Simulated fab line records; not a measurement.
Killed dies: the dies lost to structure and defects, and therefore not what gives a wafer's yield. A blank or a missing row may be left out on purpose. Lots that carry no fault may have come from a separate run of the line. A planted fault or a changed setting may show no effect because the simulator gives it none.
A lot that was struck, set against a sound lot :: flow nand_harc :: 14 steps out of a route of 1159
Sound: wafers L480.1, L480.4, L480.5. Struck: wafer L496.6 (left out: L496.2, L496.5 of the same lot, which were not struck); the cause appears at the end.
At each step with rows: each side's tool, then ch and its chambers, then its first start. Under that, the readings that differ: sound wafers :: struck wafers :: difference of the means :: sigmas: that difference in standard deviations of wafers without a fault.
alike: same words and numbers on both sides, and readings whose means sit less than 2 such deviations apart. not compared: any withheld reading, any reading some wafer has no value for, any bound like >300 that may hide the same value, and any number with overlapping values for which the record gives no deviation.
The two part at a step that has a row with sigmas, a row that says differs or no value, or rows on one side only. Numbers that have no deviation but don't overlap get no sigmas and don't part them. Lack of a reading on every wafer of one side parts them only where that side has two or more wafers.

first, 7 steps without rows for these wafers: NHARC_A_BONDPAD_COAT_33 (time 65 s); NHARC_A_BONDPAD_COAT_03 (resist thk 600 nm); NHARC_A_BONDPAD_SOFTBAKE_04 (time 70 s); NHARC_A_BONDPAD_EBR_05; NHARC_A_BONDPAD_EXPOSE_06 (exposes mask A BPAD); NHARC_A_BONDPAD_PEB_07 (peb time 80 s); NHARC_A_BONDPAD_DEVELOP_08 (time 50 s).
NHARC_A_BONDPAD_CD_MEAS_09 targets a cd of 500 nm.
  sound on cd_sem-03 ch 0, day 18 04:31; struck on cd_sem-02 ch 0, day 22 13:55
  alike: cd_nm
NHARC_A_BONDPAD_OVL_MEAS_35:
  sound on overlay-02 at day 18 04:37; struck on overlay-02 at day 22 14:01
  alike: overlay_x_nm, overlay_y_nm
then, 1 step without rows for these wafers: NHARC_A_BONDPAD_HARDBAKE_10 (time 65 s).
NHARC_A_BONDPAD_DESCUM_11: chemistry O2, time 3 s.
  sound on rie_diel-03 ch 0,1,2, day 18 04:44; struck on rie_diel-03 ch 2, day 22 14:08
  alike: drypump_motor_current_A, oes_product_au, rf_vpp_V, showerhead_plenum_p_Torr, throttle_valve_pct
  not compared: rf_hours_counter_h
NHARC_A_BONDPAD_ETCH_34: etches the open film in N2/H2, target depth 60 nm, overetch 18 nm, time 65.91 s.
  sound on rie_diel-03 ch 2,3, day 18 04:49; struck on rie_diel-03 ch 1, day 22 14:13
  alike: drypump_motor_current_A, oes_product_au, rf_vpp_V, showerhead_plenum_p_Torr, throttle_valve_pct
  not compared: rf_hours_counter_h
NHARC_A_BONDPAD_ETCH_12: etches the open film in CHF3/O2, target depth 220 nm, time 110 s.
  sound on rie_diel-03 ch 0,1, day 18 04:55; struck on rie_diel-03 ch 0, day 22 14:19
reading: oes_product_au (a.u.)
sound: 0.954 0.963 0.959
struck: 0.867
difference: -0.092
sigmas: -5
  alike: drypump_motor_current_A, rf_vpp_V, showerhead_plenum_p_Torr, throttle_valve_pct
  not compared: rf_hours_counter_h
NHARC_A_BONDPAD_CD_MEAS_13:
  sound on cd_sem-03 at day 18 05:03; struck on cd_sem-03 at day 22 14:27
  alike: cd_nm

## WHERE THEY PART
At NHARC_A_BONDPAD_ETCH_12 and nowhere else, as far as this record goes. Later steps at which nothing parts them and some readings are alike: NHARC_A_BONDPAD_CD_MEAS_13.

WHY: the cause the simulator had injected
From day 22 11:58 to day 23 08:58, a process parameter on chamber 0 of rie_diel-03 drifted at NHARC_A_BONDPAD_ETCH_12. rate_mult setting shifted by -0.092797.
